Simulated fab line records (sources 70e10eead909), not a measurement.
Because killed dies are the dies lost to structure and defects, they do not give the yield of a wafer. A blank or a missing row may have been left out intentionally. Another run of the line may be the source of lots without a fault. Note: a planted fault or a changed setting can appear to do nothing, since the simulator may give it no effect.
Matching of chambers || flow nand-harc || rie-diel-08 running NHARC_A_STAIRCASE_TRIM_220: 4 sister chambers
The step chemistry O2, time 211.2 s. 4 wafers are shown with their chamber, then 8 later ones without.

== WAFERS PAIRED WITH THEIR CHAMBERS ==
{"wafer": "L081.6", "chamber": 3, "showerhead-plenum-p-Torr (Torr)": 3.35}
{"wafer": "L088.4", "chamber": 0, "showerhead-plenum-p-Torr (Torr)": 3.64}
{"wafer": "L088.5", "chamber": 1, "showerhead-plenum-p-Torr (Torr)": 3.51}
{"wafer": "L089.1", "chamber": 2, "showerhead-plenum-p-Torr (Torr)": 3.30}

== WAFERS MISSING THEIR CHAMBER ==
{"wafer": "L089.2", "showerhead-plenum-p-Torr (Torr)": 3.34}
{"wafer": "L089.4", "showerhead-plenum-p-Torr (Torr)": 3.64}
{"wafer": "L092.1", "showerhead-plenum-p-Torr (Torr)": 3.51}
{"wafer": "L092.3", "showerhead-plenum-p-Torr (Torr)": 3.30}
{"wafer": "L092.5", "showerhead-plenum-p-Torr (Torr)": 3.33}
{"wafer": "L097.1", "showerhead-plenum-p-Torr (Torr)": 3.33}
{"wafer": "L097.2", "showerhead-plenum-p-Torr (Torr)": 3.30}
{"wafer": "L097.4", "showerhead-plenum-p-Torr (Torr)": 3.50}

== WHICH CHAMBER EACH ONE RAN IN ==
{"wafer": "L089.2", "from the rows above": 3, "in truth": 3}
{"wafer": "L089.4", "from the rows above": 0, "in truth": 0}
{"wafer": "L092.1", "from the rows above": 1, "in truth": 1}
{"wafer": "L092.3", "from the rows above": 2, "in truth": 2}
{"wafer": "L092.5", "from the rows above": "can't be placed: 3 or 2", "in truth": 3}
{"wafer": "L097.1", "from the rows above": "can't be placed: 3 or 2", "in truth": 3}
{"wafer": "L097.2", "from the rows above": 2, "in truth": 2}
{"wafer": "L097.4", "from the rows above": 1, "in truth": 1}
Placed correctly: 6 of 8. These rows do not allow placing 2 (true chamber among the candidates in 2). 0 placed wrongly.
How it was worked out, from the rows above alone: a wafer's distance from a chamber is the root of the sum, over the readings, of the square of ((its reading less the chamber's mean) divided by the reading's scatter). The wafer belongs to the nearest chamber; if the next one is less than 2 further off, it can't be placed. For every chamber, the mean is computed from those of its wafers that are shown. The scatter: root of mean squared gap, hidden wafer to nearest shown wafer, with one shown wafer a chamber.
